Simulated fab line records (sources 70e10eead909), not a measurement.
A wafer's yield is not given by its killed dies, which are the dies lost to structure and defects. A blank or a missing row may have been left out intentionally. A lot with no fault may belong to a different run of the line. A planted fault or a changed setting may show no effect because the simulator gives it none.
The tool behind it: which one? | flow nandHarc | 13 lots, 39 wafers sampled, at 5 steps of a route of 1302

== WHAT EACH GAUGE READ, for each wafer ==
NHARC_A_ONON_D1_THK_MEAS_02: measures by ellipsometry. Usual: thkNm reads 998 nm (standard deviation 10).
lot  | measured     | on           | thkNm (nm)     | flag
L549 | day 7 19:21  | filmMetro-02 | 1009 1010 1009 | 
L551 | day 8 12:41  | filmMetro-01 | 1005 1006 1006 | 
L553 | day 9 04:56  | filmMetro-01 | 986 984 986    | 
L555 | day 10 05:13 | filmMetro-02 | 1008 1011 1010 | 
L556 | day 10 15:05 | filmMetro-02 | 996 998 997    | 
L557 | day 11 06:50 | filmMetro-02 | 994 991 994    | 
L558 | day 11 15:28 | filmMetro-02 | 1005 1004 1004 | 
L559 | day 12 00:59 | filmMetro-02 | 985 985 985    | 
L560 | day 12 11:19 | filmMetro-01 | 1010 1010 1012 | 
L561 | day 12 11:16 | filmMetro-02 | 994 996 995    | 
L562 | day 13 20:20 | filmMetro-01 | 1015 1013 1013 | 
L568 | day 15 12:20 | filmMetro-02 | 974 975 976    | 
L569 | day 15 23:55 | filmMetro-02 | 987 989 989    | 

NHARC_A_ONON_D1_THK_MEAS_11: measures by ellipsometry. Usual: thkNm reads 996 nm (standard deviation 9.6).
lot  | measured     | on           | thkNm (nm)                    | flag
L549 | day 7 21:02  | filmMetro-02 | 1004 1004 1007                | 
L551 | day 8 14:23  | filmMetro-02 | 987 989 989                   | 
L553 | day 9 06:38  | filmMetro-01 | 1018 1019 1017                | 
L555 | day 10 06:55 | filmMetro-02 | 1011 1011 1009                | 
L556 | day 10 16:47 | filmMetro-02 | 989 994 992                   | 
L557 | day 11 08:32 | filmMetro-01 | 989 989 987                   | 
L558 | day 11 17:11 | filmMetro-02 | 1013 1013 1013                | 
L559 | day 12 02:41 | filmMetro-02 | 979 982 979                   | 
L560 | day 12 13:34 | filmMetro-02 | 1006 1007 1005                | 
L561 | day 12 13:22 | filmMetro-01 | 997 997 998                   | 
L562 | day 13 22:02 | filmMetro-02 | 993 992 993                   | 
L568 | day 15 14:02 | filmMetro-01 | 1878 1877 1879 1877 1880 1880 | OFF
L569 | day 16 01:37 | filmMetro-02 | 1875 1876 1876 1875 1875 1875 | OFF

NHARC_A_ONON_D1_THK_MEAS_34: measures by ellipsometry. Usual: thkNm reads 200.6 nm (standard deviation 2.9).
lot  | measured     | on           | thkNm (nm)        | flag
L549 | day 8 10:47  | filmMetro-02 | 199.6 199.7 204.2 | 
L551 | day 9 04:26  | filmMetro-01 | 194.4 201.7 198.8 | 
L553 | day 9 18:03  | filmMetro-01 | 198.6 199.2 199.3 | 
L555 | day 10 20:49 | filmMetro-02 | 200.6 200.6 204.2 | 
L556 | day 11 05:32 | filmMetro-02 | 200.5 202.0 204.1 | 
L557 | day 11 20:39 | filmMetro-02 | 199.4 204.6 204.1 | 
L558 | day 12 04:46 | filmMetro-01 | 201.8 202.2 207.2 | 
L559 | day 12 14:44 | filmMetro-02 | 199.9 206.4 201.1 | 
L560 | day 13 00:29 | filmMetro-02 | 196.0 198.4 197.7 | 
L561 | day 13 00:28 | filmMetro-01 | 201.4 201.2 204.2 | 
L562 | day 14 10:59 | filmMetro-02 | 194.2 199.6 200.1 | 

== WHAT TOOL EACH LOT RAN ON (gives the tool, then ch and the chambers of the sampled wafers, and finally the start) ==
lot  | NHARC_P_BONDPAD_ACTIVATE_29       | NHARC_A_ONON_D1_DEP_09
L549 | rieDiel-06 ch 0,3, day 6 21:03    | pecvdOnon-03 ch 0, day 7 20:32
L551 | rieDiel-06 ch 0,2,3, day 7 10:17  | pecvdOnon-02 ch 0, day 8 13:53
L553 | rieDiel-06 ch 0,2, day 8 05:44    | pecvdOnon-02 ch 0, day 9 06:11
L555 | rieDiel-05 ch 2,3, day 9 04:55    | pecvdOnon-01 ch 0, day 10 06:24
L556 | rieDiel-10 ch 0,3, day 9 16:22    | pecvdOnon-01 ch 0, day 10 16:20
L557 | rieDiel-10 ch 1,3, day 10 07:09   | pecvdOnon-01 ch 0, day 11 08:08
L558 | rieDiel-10 ch 0,1,3, day 10 15:21 | pecvdOnon-03 ch 0, day 11 16:40
L559 | rieDiel-10 ch 0,2, day 11 01:31   | pecvdOnon-02 ch 0, day 12 02:14
L560 | rieDiel-05 ch 0,1,3, day 11 11:01 | pecvdOnon-03 ch 0, day 12 13:04
L561 | rieDiel-10 ch 0,1, day 11 12:43   | pecvdOnon-02 ch 0, day 12 12:55
L562 | rieDiel-06 ch 0,3, day 12 20:10   | pecvdOnon-01 ch 0, day 13 21:39
L568 | rieDiel-10 ch 0,3, day 14 13:16   | pecvdOnon-02 ch 0, day 15 13:38
L569 | rieDiel-06 ch 0,1,2, day 15 00:49 | pecvdOnon-02 ch 0, day 16 01:06
- NHARC_P_BONDPAD_ACTIVATE_29: chemistry N2, time 60 s.
- NHARC_A_ONON_D1_DEP_09: target thk 1000 nm.

== AS READ BY THE TOOLS THEMSELVES (means over the sampled wafers that have a number; for cases with no such wafer, the mark the record gives instead) ==
NHARC_P_BONDPAD_ACTIVATE_29. Usual: drypumpMotorCurrentA 5.9 A, standard deviation 0.37; n2FlowSccm 200.0 sccm, standard deviation 0.62; oesProductAu 1.002 a.u., standard deviation 0.0084; rfVppV 64.3 V, standard deviation 0.97; showerheadPlenumPTorr 1.79 Torr, standard deviation 0.071.
lot  | tool       | drypumpMotorCurrentA (A) | n2FlowSccm (sccm) | oesProductAu (a.u.) | rfVppV (V) | showerheadPlenumPTorr (Torr) | flag
L549 | rieDiel-06 | 5.9                      | 199.5             | 0.989               | 63.8       | 1.74                         | 
L551 | rieDiel-06 | 5.9                      | 200.4             | 1.007               | 64.8       | 1.78                         | 
L553 | rieDiel-06 | 5.9                      | 199.9             | 1.003               | 62.7       | 1.72                         | 
L555 | rieDiel-05 | 6.1                      | 199.8             | 0.993               | 64.5       | 1.81                         | 
L556 | rieDiel-10 | 5.3                      | 200.2             | 1.008               | 63.3       | 1.83                         | 
L557 | rieDiel-10 | 5.4                      | 201.2             | 1.007               | 65.2       | 1.82                         | 
L558 | rieDiel-10 | 5.6                      | 200.0             | 1.006               | 63.7       | 1.85                         | 
L559 | rieDiel-10 | 6.0                      | 200.6             | 1.003               | 63.9       | 1.80                         | 
L560 | rieDiel-05 | 6.0                      | 199.8             | 0.999               | 63.6       | 1.72                         | 
L561 | rieDiel-10 | 5.8                      | 200.2             | 1.007               | 64.1       | 1.88                         | 
L562 | rieDiel-06 | 5.9                      | 199.7             | 1.002               | 64.9       | 1.81                         | 
L568 | rieDiel-10 | 5.3                      | 199.9             | 1.005               | 64.8       | 1.83                         | 
L569 | rieDiel-06 | 6.2                      | 200.2             | 1.002               | 64.7       | 1.76                         | 

NHARC_A_ONON_D1_DEP_09. Usual: n2FlowSccm 2750 sccm, standard deviation 9.1; n2oFlowSccm 2000 sccm, standard deviation 5.
lot  | tool         | n2FlowSccm (sccm) | n2oFlowSccm (sccm) | flag
L549 | pecvdOnon-03 | 2755              | 1999               | 
L551 | pecvdOnon-02 | 2751              | 2002               | 
L553 | pecvdOnon-02 | 2745              | 2000               | 
L555 | pecvdOnon-01 | 2730              | 2005               | 
L556 | pecvdOnon-01 | 2756              | 2000               | 
L557 | pecvdOnon-01 | 2761              | 2002               | 
L558 | pecvdOnon-03 | 2747              | 2002               | 
L559 | pecvdOnon-02 | 2757              | 1993               | 
L560 | pecvdOnon-03 | 2750              | 1994               | 
L561 | pecvdOnon-02 | 2757              | 1993               | 
L562 | pecvdOnon-01 | 2748              | 1991               | 
L568 | pecvdOnon-02 | 2747              | 2002               | 
L569 | pecvdOnon-02 | 2740              | 1997               | 

== THE ANSWER, worked out from the rows above alone ==
Rule: take the mean of a lot's wafers that have a number; if it is more than 3 standard deviations from the usual mean, the lot is off. A lot without any number at a reading at which 4 lots or more have one is off too. Where the step has rows for the other lots, those lots are counted as sound. The gauges are gone through in route order, then the tools' own readings, and for those a lot's mean is taken as printed above. The first step at which some lot is off is used, and at that step the reading that is off furthest; a lot without a number counts as furthest.
Off: L568, L569 (NHARC_A_ONON_D1_THK_MEAS_11, thkNm).
If a tool, at a process step before that reading, ran all the lots that are off and no sound lot after the first of them, it fits. Gauges at NHARC_A_ONON_D1_THK_MEAS_11: tried the same way as those tools. One fits: NHARC_A_ONON_D1_DEP_09 on pecvdOnon-02. A fault onset in the window from L561 (day 12 12:55, its last sound lot) to L568 (day 15 13:38, its first lot off) fits.

== WHAT HAD BEEN PUT IN BY THE SIMULATOR ==
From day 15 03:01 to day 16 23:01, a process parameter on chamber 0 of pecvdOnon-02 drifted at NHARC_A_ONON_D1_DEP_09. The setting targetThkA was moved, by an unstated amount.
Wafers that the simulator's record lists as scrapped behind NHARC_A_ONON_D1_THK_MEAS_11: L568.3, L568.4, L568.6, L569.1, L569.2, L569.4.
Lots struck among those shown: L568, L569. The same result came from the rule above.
